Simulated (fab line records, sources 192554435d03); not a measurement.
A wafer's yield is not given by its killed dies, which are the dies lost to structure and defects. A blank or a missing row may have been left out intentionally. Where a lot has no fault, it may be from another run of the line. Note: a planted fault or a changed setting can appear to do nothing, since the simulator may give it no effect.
fab line records	flow n5Finfet
record: lots: 7	wafers: 21
route steps=1938 shown WELL_APT@36 PMOS_HMC_CHANNEL_EPI@63 FIN_SAQP@109 FIN_CUT@176 DUMMY_GATE@250 SD_EPI_P@301
startH: the number of hours between the record's first day and the start of the first shown wafer of the lot	waitH: hours since the lot's step before	" repeats the value in the row above	L1.1+2: a single row standing in for several wafers	- either no value or no given start	* or withheld: withheld	< > ~ a bound
route shown NAME@n: a module of which the file shows steps, and the number in the route of the first	usual: mean and standard deviation over wafers with no fault	same: alike in all rows	chamber/n: place in a boat	sites: each site's reading	_std_site: the values' standard deviation	_edge_site: inner sites' mean taken away from outer sites' mean	radiusMm: how far each site lies from the wafer's centre	mask NAME#n: copy n	behind: tool/chamber where the wafer was last shaped	hold: the reason the lot was held/the length of the hold in hours/how it ended	device: transistor that didn't switch, given as n, p or np	end of line: the same wafers' tests at the end of the route	a step without rows: its recipe alone	killed: at the first sort, the dies lost to defects and structure; wafer yield is something else	map: per-die view of a wafer (x killed, . not killed, _ where there is no die)
set.NAME: the setting that was run; set.NAME@STEP: the one run at that earlier step	model.NAME: the simulator's own value behind a step, which no gauge read
one table per step and one row per wafer, for lots whose settings were changed on purpose
== steps ==
step: N5_WELL_APT_COAT_19
recipe: spinRpm: 1357	resistThkNm: 950
lot.wafer	tool	chamber	startH	waitH	set.spinRpm	model.coat_of_WELL_APT_COAT_19.thkNm
L074.1	lithoTrack-04	0	-	-	1247	986.6
L074.2	"	0	"	"	1357	944.9
L074.6	"	0	"	"	1247	989.5
L075.1	lithoTrack-05	0	-	-	1357	947.7
L075.3	"	0	"	"	1357	949
L075.4	"	0	"	"	1357	950.2
L084.1	lithoTrack-05	0	-	-	1301	968.6
L084.3	"	0	"	"	1357	948
L084.5	"	0	"	"	1301	970
L088.1	lithoTrack-03	0	-	-	1417	933.5
L088.2	"	0	"	"	1357	951.5
L088.5	"	0	"	"	1417	932.7
L089.1	lithoTrack-04	0	-	-	1357	952.9
L089.2	"	0	"	"	1357	951.3
L089.6	"	0	"	"	1357	951.9
L091.1	lithoTrack-05	0	-	-	1254	988.4
L091.4	"	0	"	"	1357	950.5
L091.6	"	0	"	"	1254	988.1
L095.1	lithoTrack-03	0	-	-	1309	966.4
L095.3	"	0	"	"	1357	950.3
L095.5	"	0	"	"	1309	968.3
step: N5_WELL_APT_PEB_23
recipe: pebTempC: 130	pebTimeS: 90
lot.wafer	tool	chamber	startH	waitH	set.pebTimeS
L074.1+2+6	lithoTrack-05	0	14.97	0.1	90
L075.1+3+4	lithoTrack-03	0	20.66	0.1	90
L084.1	lithoTrack-05	0	74.95	0.1	90
L084.3+5	"	0	"	"	76.72
L088.1+2+5	lithoTrack-04	0	99.13	0.1	90
L089.1+2+6	lithoTrack-04	0	104.86	0.1	90
L091.1+4+6	lithoTrack-03	0	117.41	0.1	90
L095.1+5	lithoTrack-03	0	140.69	0.1	71.53
L095.3	"	0	"	"	90
step: N5_WELL_APT_DEVELOP_24
recipe: developTimeS: 45	rinseLiquid: surfactantRinse	dry: airSpin	devTempC: 21
step: N5_WELL_APT_HARDBAKE_29
recipe: tempC: 130	timeS: 120
step: N5_WELL_APT_CD_MEAS_25
recipe: targetCdNm: 200	landingEnergyEv: 500	detector: seInlens
usual: cdNm: 200.8/1.9
lot.wafer	tool	chamber	startH	waitH	set.pebTimeS@WELL_APT_PEB_23	cdNm
L074.1	cdSem-03	0	15.08	-	90	197.6
L074.2	"	0	"	"	90	199.6
L074.6	"	0	"	"	90	199.6
L075.1	cdSem-03	0	20.77	-	90	201.7
L075.3	"	0	"	"	90	201.3
L075.4	"	0	"	"	90	203.1
L084.1	cdSem-03	0	75.06	-	90	202.9
L084.3	"	0	"	"	76.72	194.1
L084.5	"	0	"	"	76.72	193.2
L088.1	cdSem-03	0	99.24	-	90	205.0
L088.2	"	0	"	"	90	200.1
L088.5	"	0	"	"	90	201.3
L089.1	cdSem-02	0	104.98	-	90	202.3
L089.2	"	0	"	"	90	201.2
L089.6	"	0	"	"	90	202.9
L091.1	cdSem-02	0	117.52	-	90	197.4
L091.4	"	0	"	"	90	197.2
L091.6	"	0	"	"	90	197.0
L095.1	cdSem-01	0	140.80	-	71.53	189.7
L095.3	"	0	"	"	90	203.4
L095.5	"	0	"	"	71.53	189.5
step: N5_WELL_APT_DESCUM_30
recipe: chemistry: O2	timeS: 7.9	sourcePowerW: 50	biasPowerW: 20	pressureMtorr: 20	rfFrequencyHz: 2.712e+07	tempC: 40	o2FlowSccm: 225
lot.wafer	tool	chamber	startH	waitH	set.pebTimeS@WELL_APT_PEB_23	model.WELL_APT.cdNm
L074.1	rieDiel-05	2	15.24	0.1	90	197.5
L074.2+6	"	3,1	"	"	90	199.4
L075.1	rieDiel-04	1	20.86	0.0	90	201.8
L075.3	"	3	"	"	90	201.6
L075.4	"	2	"	"	90	203.2
L084.1	rieDiel-04	2	75.15	0.0	90	203.1
L084.3	"	3	"	"	76.72	194.3
L084.5	"	2	"	"	76.72	193.6
L088.1	rieDiel-04	1	99.33	0.0	90	205
L088.2	"	0	"	"	90	200.6
L088.5	"	3	"	"	90	200.8
L089.1	rieDiel-02	0	105.07	0.0	90	202.2
L089.2	"	2	"	"	90	201.2
L089.6	"	2	"	"	90	203
L091.1	rieDiel-04	0	118.18	0.6	90	197.2
L091.4	"	1	"	"	90	197.5
L091.6	"	2	"	"	90	197.1
L095.1	rieDiel-04	0	140.89	0.0	71.53	189.7
L095.3	"	1	"	"	90	203.5
L095.5	"	2	"	"	71.53	189.9
step: N5_PMOS_HMC_CHANNEL_EPI_PEB_07
recipe: pebTempC: 110	pebTimeS: 60	resist: CAR-ArF-block
lot.wafer	tool	chamber	startH	waitH	set.pebTempC
L074.1+2+6	lithoTrack-04	0	17.28	0.1	110
L075.1+3+4	lithoTrack-04	0	23.25	0.1	110
L084.1+3	lithoTrack-04	0	77.04	0.1	107.7
L084.5	"	0	"	"	110
L088.1+2	lithoTrack-01	0	101.77	0.1	110
L088.5	"	0	"	"	113.4
L089.1	lithoTrack-02	0	107.29	0.1	110
L089.2+6	"	0	"	"	107.8
L091.1+4+6	lithoTrack-02	0	120.39	0.1	110
L095.1	lithoTrack-01	0	143.16	0.1	110
L095.3+5	"	0	"	"	112.5
step: N5_PMOS_HMC_CHANNEL_EPI_DEVELOP_08
recipe: developTimeS: 30	developer: TMAH	resist: CAR-ArF-block	devTempC: 23	rinseLiquid: diw	dry: airSpin
lot.wafer	tool	chamber	startH	waitH	set.developTimeS
L074.1+6	lithoTrack-04	0	-	-	23.64
L074.2	"	0	"	"	30
L075.1+3+4	lithoTrack-04	0	-	-	30
L084.1+3+5	lithoTrack-04	0	-	-	30
L088.1+2+5	lithoTrack-01	0	-	-	26.21
L089.1+2+6	lithoTrack-02	0	-	-	30
L091.1+4+6	lithoTrack-02	0	-	-	30
L095.1+3	lithoTrack-01	0	-	-	35.42
L095.5	"	0	"	"	30
step: N5_PMOS_HMC_CHANNEL_EPI_CD_MEAS_09
recipe: targetCdNm: 237.4	landingEnergyEv: 500	detector: seInlens
usual: cdNm: 237.4/0.98
lot.wafer	tool	chamber	startH	waitH	set.pebTempC@PMOS_HMC_CHANNEL_EPI_PEB_07	cdNm
L074.1	cdSem-02	0	17.35	-	110	235.0
L074.2	"	0	"	"	110	236.9
L074.6	"	0	"	"	110	236.9
L075.1	cdSem-01	0	23.32	-	110	238.8
L075.3	"	0	"	"	110	240.4
L075.4	"	0	"	"	110	240.0
L084.1	cdSem-02	0	77.11	-	107.7	230.7
L084.3	"	0	"	"	107.7	230.8
L084.5	"	0	"	"	110	238.6
L088.1	cdSem-02	0	101.84	-	110	235.6
L088.2	"	0	"	"	110	236.8
L088.5	"	0	"	"	113.4	245.1
L089.1	cdSem-01	0	107.36	-	110	236.5
L089.2	"	0	"	"	107.8	230.5
L089.6	"	0	"	"	107.8	229.2
L091.1	cdSem-03	0	120.46	-	110	236.8
L091.4	"	0	"	"	110	238.4
L091.6	"	0	"	"	110	238.1
L095.1	cdSem-01	0	143.22	-	110	237.5
L095.3	"	0	"	"	112.5	244.4
L095.5	"	0	"	"	112.5	243.5
step: N5_PMOS_HMC_CHANNEL_EPI_DESCUM_14
recipe: chemistry: O2	timeS: 7.9	sourcePowerW: 50	biasPowerW: 20	pressureMtorr: 20	rfFrequencyHz: 2.712e+07	tempC: 40	resist: CAR-ArF-block	o2FlowSccm: 225
lot.wafer	tool	chamber	startH	waitH	set.pebTempC@PMOS_HMC_CHANNEL_EPI_PEB_07	model.PMOS_HMC_CHANNEL_EPI.cdNm
L074.1	rieDiel-03	0	17.80	0.4	110	235.3
L074.2	"	3	"	"	110	237.1
L074.6	"	2	"	"	110	236.5
L075.1	rieDiel-01	2	23.41	0.0	110	239.1
L075.3	"	1	"	"	110	240.4
L075.4	"	3	"	"	110	240
L084.1	rieDiel-06	0	77.21	0.0	107.7	230.6
L084.3	"	2	"	"	107.7	230.5
L084.5	"	0	"	"	110	238.8
L088.1	rieDiel-06	0	102.10	0.2	110	235.3
L088.2	"	2	"	"	110	237.1
L088.5	"	0	"	"	113.4	245
L089.1	rieDiel-03	1	107.45	0.0	110	236.6
L089.2	"	3	"	"	107.8	230.3
L089.6	"	3	"	"	107.8	229.3
L091.1	rieDiel-01	1	120.80	0.0	110	236.8
L091.4	"	3	"	"	110	238.7
L091.6	"	1	"	"	110	237.6
L095.1	rieDiel-06	3	143.31	0.0	110	237.3
L095.3	"	1	"	"	112.5	244.5
L095.5	"	0	"	"	112.5	243.1
step: N5_PMOS_HMC_CHANNEL_EPI_ETCH_32
recipe: chemistry: N2/H2	target: BARC	stopOn: SiO2	targetDepthA: 858	overEtchFrac: 0.3	timeS: 50.3	ionEnergyEv: 200	maskMaterial: CAR-ArF-block	pressureMtorr: 30	sourceW: 840	biasW: 150	n2FlowSccm: 200	h2FlowSccm: 200
lot.wafer	tool	chamber	startH	waitH	set.pebTempC@PMOS_HMC_CHANNEL_EPI_PEB_07	model.PMOS_HMC_CHANNEL_EPI.cdNm
L074.1	rieDiel-03	0	17.84	0.0	110	237.9
L074.2	"	3	"	"	110	240
L074.6	"	2	"	"	110	239.9
L075.1	rieDiel-01	2	23.44	0.0	110	241.8
L075.3	"	1	"	"	110	242
L075.4	"	3	"	"	110	242.6
L084.1	rieDiel-06	0	77.24	0.0	107.7	233.3
L084.3	"	2	"	"	107.7	233
L084.5	"	0	"	"	110	241.5
L088.1	rieDiel-06	0	102.13	0.0	110	238.4
L088.2	"	2	"	"	110	239.5
L088.5	"	0	"	"	113.4	247.9
L089.1	rieDiel-03	1	107.48	0.0	110	238.7
L089.2	"	3	"	"	107.8	233
L089.6	"	3	"	"	107.8	232.2
L091.1	rieDiel-01	1	120.84	0.0	110	239.9
L091.4	"	3	"	"	110	241.8
L091.6	"	1	"	"	110	240
L095.1	rieDiel-06	3	143.35	0.0	110	240.2
L095.3	"	1	"	"	112.5	246.4
L095.5	"	0	"	"	112.5	245.3
step: N5_FIN_SAQP_PEB_14
recipe: pebTempC: withheld	pebTimeS: 60	resist: CAR-ArF
lot.wafer	tool	chamber	startH	waitH	set.pebTimeS
L074.1	lithoTrack-03	0	21.94	0.1	51.65
L074.2+6	"	0	"	"	60
L075.1+3+4	lithoTrack-03	0	27.36	0.1	60
L084.1	lithoTrack-05	0	81.69	0.1	60
L084.3+5	"	0	"	"	51.28
L088.1+2+5	lithoTrack-01	0	106.21	0.1	60
L089.1+2	lithoTrack-03	0	111.45	0.1	50.51
L089.6	"	0	"	"	60
L091.1+4+6	lithoTrack-03	0	125.06	0.1	60
L095.1+5	lithoTrack-03	0	147.96	0.1	60
L095.3	"	0	"	"	72.08
step: N5_FIN_SAQP_DEVELOP_15
recipe: developTimeS: 30	developer: TMAH	resist: CAR-ArF	devTempC: 23	rinseLiquid: diw	dry: airSpin
step: N5_FIN_SAQP_CD_MEAS_16
recipe: targetCdNm: 35.6	landingEnergyEv: 500	detector: seInlens
usual: cdNm: 35.7/0.33
lot.wafer	tool	chamber	startH	waitH	set.pebTimeS@FIN_SAQP_PEB_14	cdNm
L074.1	cdSem-01	0	22.01	-	51.65	37.7
L074.2	"	0	"	"	60	35.7
L074.6	"	0	"	"	60	35.3
L075.1	cdSem-01	0	27.43	-	60	35.4
L075.3	"	0	"	"	60	36.0
L075.4	"	0	"	"	60	36.1
L084.1	cdSem-01	0	81.76	-	60	35.8
L084.3	"	0	"	"	51.28	37.8
L084.5	"	0	"	"	51.28	38.1
L088.1	cdSem-01	0	106.27	-	60	35.0
L088.2	"	0	"	"	60	34.7
L088.5	"	0	"	"	60	35.2
L089.1	cdSem-03	0	111.52	-	50.51	37.8
L089.2	"	0	"	"	50.51	38.2
L089.6	"	0	"	"	60	35.7
L091.1	cdSem-03	0	125.13	-	60	35.5
L091.4	"	0	"	"	60	35.6
L091.6	"	0	"	"	60	35.8
L095.1	cdSem-03	0	148.02	-	60	36.0
L095.3	"	0	"	"	72.08	33.8
L095.5	"	0	"	"	60	35.9
step: N5_FIN_CUT_CUT_ETCH_15
recipe: chemistry: HBr/Cl2/O2	target: Si	targetDepthA: 1000	btTimeS: 10	maskMaterial: SOC	timeS: 42.4	ionEnergyEv: *	biasW: *	pressureMtorr: 10	icpW: 800	HBr_flow_sccm: 150	Cl2_flow_sccm: 80	O2_flow_sccm: 12
lot.wafer	tool	chamber	startH	waitH	set.timeS	model.FIN_CUT.featureDepthNm	model.etch.depthNm	model.SOC_of_FIN_CUT_COAT_18.thkNm
L074.1	rieSi-03	3	28.24	0.1	33.3	78.6	78.6	179.8
L074.2	"	1	"	"	33.3	77.2	77.25	180
L074.6	"	1	"	"	42.4	98	98.09	172.2
L075.1	rieSi-03	1	33.18	0.1	42.4	98	98.05	170.4
L075.3	"	0	"	"	42.4	101	100.9	170.2
L075.4	"	3	"	"	42.4	100.2	100.3	171.2
L084.1	rieSi-04	0	87.20	0.1	47.45	111.4	111.4	164.6
L084.3	"	1	"	"	47.45	113.2	113.3	163.6
L084.5	"	1	"	"	42.4	101	101.1	169.2
L088.1	rieSi-04	3	111.85	0.1	42.4	102.4	102.5	170.2
L088.2	"	0	"	"	42.4	99.2	99.29	171.6
L088.5	"	1	"	"	42.4	101.6	101.6	170
L089.1	rieSi-04	3	118.56	0.1	42.4	102	102	169.6
L089.2	"	1	"	"	35.21	84.2	84.15	176.4
L089.6	"	3	"	"	42.4	101.2	101.2	170
L091.1	rieSi-03	0	131.43	0.1	42.4	99.8	99.87	171.6
L091.4	"	2	"	"	42.4	100	99.97	171.2
L091.6	"	1	"	"	42.4	97.2	97.1	171.2
L095.1	rieSi-03	0	153.86	0.1	42.4	99.4	99.46	170.6
L095.3	"	1	"	"	42.4	97.2	97.26	172.2
L095.5	"	3	"	"	42.4	100.8	100.9	171
step: N5_DUMMY_GATE_ETCH_42
recipe: chemistry: CHF3/O2	target: SiO2	targetDepthA: 35	timeS: 31	ionEnergyEv: 30	biasW: 12	pressureMtorr: 30	sourceW: 600	Ar_flow_sccm: 200	CHF3_flow_sccm: 50	O2_flow_sccm: 5
usual: rfVppV: 42.7/0.88
lot.wafer	tool	chamber	startH	waitH	set.biasW	rfVppV
L074.1	rieDiel-06	1	52.06	0.0	12	42.7
L074.2	"	2	"	"	12	42.6
L074.6	"	3	"	"	12	43.1
L075.1	rieDiel-01	3	55.95	0.0	12	43.1
L075.3	"	2	"	"	12	42.2
L075.4	"	0	"	"	12	44.0
L084.1	rieDiel-06	2	107.08	0.0	12	42.1
L084.3	"	3	"	"	12	43.1
L084.5	"	2	"	"	12	43.2
L088.1	rieDiel-01	2	134.06	0.2	13.33	45.4
L088.2	"	3	"	"	12	41.6
L088.5	"	1	"	"	13.33	45.8
L089.1	rieDiel-03	1	137.50	0.1	13.54	45.6
L089.2	"	3	"	"	13.54	46.3
L089.6	"	0	"	"	13.54	46.6
L091.1	rieDiel-03	3	152.13	0.0	12.95	45.0
L091.4	"	0	"	"	12	43.3
L091.6	"	2	"	"	12.95	44.7
L095.1	rieDiel-06	2	175.30	0.3	12	41.6
L095.3	"	0	"	"	12	41.8
L095.5	"	0	"	"	12	42.4
step: N5_SD_EPI_P_PEB_07
recipe: pebTempC: 110	pebTimeS: 60	resist: CAR-ArF-block
lot.wafer	tool	chamber	startH	waitH	set.pebTimeS
L074.1+2+6	lithoTrack-04	0	57.79	0.1	60
L075.1+3+4	lithoTrack-02	0	61.75	0.1	60
L084.1+3+5	lithoTrack-02	0	113.37	0.1	60
L088.1+5	lithoTrack-04	0	140.99	0.1	68.54
L088.2	"	0	"	"	60
L089.1+2	lithoTrack-01	0	143.28	0.1	60
L089.6	"	0	"	"	68.58
L091.1+4	lithoTrack-02	0	158.64	0.1	60
L091.6	"	0	"	"	46.91
L095.1+3+5	lithoTrack-01	0	181.32	0.1	60
step: N5_SD_EPI_P_DEVELOP_08
recipe: developTimeS: 30	developer: TMAH	resist: CAR-ArF-block	devTempC: 23	rinseLiquid: diw	dry: airSpin
step: N5_SD_EPI_P_CD_MEAS_09
recipe: targetCdNm: 240	landingEnergyEv: 500	detector: seInlens
usual: cdNm: 240.6/0.69
lot.wafer	tool	chamber	startH	waitH	set.pebTimeS@SD_EPI_P_PEB_07	cdNm
L074.1	cdSem-02	0	57.86	-	60	240.7
L074.2	"	0	"	"	60	240.8
L074.6	"	0	"	"	60	239.7
L075.1	cdSem-03	0	61.82	-	60	240.6
L075.3	"	0	"	"	60	240.5
L075.4	"	0	"	"	60	240.6
L084.1	cdSem-02	0	113.44	-	60	241.7
L084.3	"	0	"	"	60	240.4
L084.5	"	0	"	"	60	240.6
L088.1	cdSem-01	0	141.05	-	68.54	245.8
L088.2	"	0	"	"	60	240.9
L088.5	"	0	"	"	68.54	244.6
L089.1	cdSem-03	0	143.35	-	60	240.2
L089.2	"	0	"	"	60	240.7
L089.6	"	0	"	"	68.58	245.1
L091.1	cdSem-03	0	158.71	-	60	239.8
L091.4	"	0	"	"	60	240.6
L091.6	"	0	"	"	46.91	231.8
L095.1	cdSem-03	0	181.38	-	60	240.9
L095.3	"	0	"	"	60	241.0
L095.5	"	0	"	"	60	240.9
step: N5_SD_EPI_P_DESCUM_14
recipe: chemistry: O2	timeS: 7.9	sourcePowerW: 50	biasPowerW: 20	pressureMtorr: 20	rfFrequencyHz: 2.712e+07	tempC: 40	resist: CAR-ArF-block	o2FlowSccm: 225
lot.wafer	tool	chamber	startH	waitH	set.pebTimeS@SD_EPI_P_PEB_07	model.SD_EPI_P.cdNm
L074.1+2	rieDiel-01	2,1	57.95	0.0	60	240.6
L074.6	"	2	"	"	60	240
L075.1	rieDiel-03	0	61.91	0.0	60	240.6
L075.3	"	2	"	"	60	240.8
L075.4	"	2	"	"	60	240.4
L084.1	rieDiel-06	0	113.54	0.0	60	241.6
L084.3	"	3	"	"	60	239.8
L084.5	"	1	"	"	60	241
L088.1	rieDiel-03	3	141.36	0.2	68.54	245.6
L088.2	"	2	"	"	60	241
L088.5	"	2	"	"	68.54	244.8
L089.1	rieDiel-06	0	143.48	0.1	60	239.8
L089.2	"	2	"	"	60	241
L089.6	"	1	"	"	68.58	245.4
L091.1	rieDiel-01	0	158.88	0.1	60	240
L091.4	"	1	"	"	60	240.6
L091.6	"	2	"	"	46.91	232.2
L095.1	rieDiel-03	2	181.76	0.3	60	240.6
L095.3+5	"	1	"	"	60	240.8
step: N5_SD_EPI_P_ETCH_36
recipe: chemistry: CF4	target: SiARC	targetDepthA: 455	maskMaterial: CAR-ArF-block	timeS: 75.8	ionEnergyEv: 80	pressureMtorr: 40	sourceW: 545	biasW: 36	Ar_flow_sccm: 100	cf4FlowSccm: 100	ends: cleared
lot.wafer	tool	chamber	startH	waitH	set.pebTimeS@SD_EPI_P_PEB_07	model.SD_EPI_P.cdNm
L074.1+2	rieDiel-01	2,1	57.98	0.0	60	240.4
L074.6	"	2	"	"	60	239.6
L075.1	rieDiel-03	0	61.95	0.0	60	240.4
L075.3	"	2	"	"	60	241
L075.4	"	2	"	"	60	240.6
L084.1	rieDiel-06	0	113.57	0.0	60	241.8
L084.3	"	3	"	"	60	239.8
L084.5	"	1	"	"	60	241.2
L088.1	rieDiel-03	3	141.39	0.0	68.54	245.8
L088.2	"	2	"	"	60	241
L088.5	"	2	"	"	68.54	244.8
L089.1	rieDiel-06	0	143.52	0.0	60	239.8
L089.2	"	2	"	"	60	240.8
L089.6	"	1	"	"	68.58	245.4
L091.1	rieDiel-01	0	158.91	0.0	60	240
L091.4	"	1	"	"	60	240.6
L091.6	"	2	"	"	46.91	232
L095.1+3+5	rieDiel-03	2,1,1	181.80	0.0	60	240.6
== key ==
split: step: N5_WELL_APT_COAT_19	setting: spinRpm	stated: 1357	by: wafer
response: step: N5_WELL_APT_COAT_19	reading: model.coat_of_WELL_APT_COAT_19.thkNm	change: -5.02	per: 1%	r: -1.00
split: step: N5_WELL_APT_PEB_23	setting: pebTimeS	stated: 90	by: wafer
response: step: N5_WELL_APT_CD_MEAS_25	reading: cdNm	change: +0.656	per: 1%	r: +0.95
response: step: N5_WELL_APT_DESCUM_30	reading: model.WELL_APT.cdNm	change: +0.653	per: 1%	r: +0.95
split: step: N5_PMOS_HMC_CHANNEL_EPI_PEB_07	setting: pebTempC	stated: 110	by: wafer
response: step: N5_PMOS_HMC_CHANNEL_EPI_CD_MEAS_09	reading: cdNm	change: +3.12	per: 1%	r: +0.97
response: step: N5_PMOS_HMC_CHANNEL_EPI_DESCUM_14	reading: model.PMOS_HMC_CHANNEL_EPI.cdNm	change: +3.15	per: 1%	r: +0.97
response: step: N5_PMOS_HMC_CHANNEL_EPI_ETCH_32	reading: model.PMOS_HMC_CHANNEL_EPI.cdNm	change: +3.04	per: 1%	r: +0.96
split: step: N5_PMOS_HMC_CHANNEL_EPI_DEVELOP_08	setting: developTimeS	stated: 30	by: wafer
response none clear
split: step: N5_FIN_SAQP_PEB_14	setting: pebTimeS	stated: 60	by: wafer
response: step: N5_FIN_SAQP_CD_MEAS_16	reading: cdNm	change: -0.133	per: 1%	r: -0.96
split: step: N5_FIN_CUT_CUT_ETCH_15	setting: timeS	stated: 42.4	by: wafer
response: step: N5_FIN_CUT_CUT_ETCH_15	reading: model.FIN_CUT.featureDepthNm	change: +0.967	per: 1%	r: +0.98
response: step: N5_FIN_CUT_CUT_ETCH_15	reading: model.etch.depthNm	change: +0.97	per: 1%	r: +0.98
response: step: N5_FIN_CUT_CUT_ETCH_15	reading: model.SOC_of_FIN_CUT_COAT_18.thkNm	change: -0.38	per: 1%	r: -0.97
split: step: N5_DUMMY_GATE_ETCH_42	setting: biasW	stated: 12	by: wafer
response: step: N5_DUMMY_GATE_ETCH_42	reading: rfVppV	change: +0.301	per: 1%	r: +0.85
split: step: N5_SD_EPI_P_PEB_07	setting: pebTimeS	stated: 60	by: wafer
response: step: N5_SD_EPI_P_CD_MEAS_09	reading: cdNm	change: +0.352	per: 1%	r: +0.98
response: step: N5_SD_EPI_P_DESCUM_14	reading: model.SD_EPI_P.cdNm	change: +0.349	per: 1%	r: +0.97
response: step: N5_SD_EPI_P_ETCH_36	reading: model.SD_EPI_P.cdNm	change: +0.357	per: 1%	r: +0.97
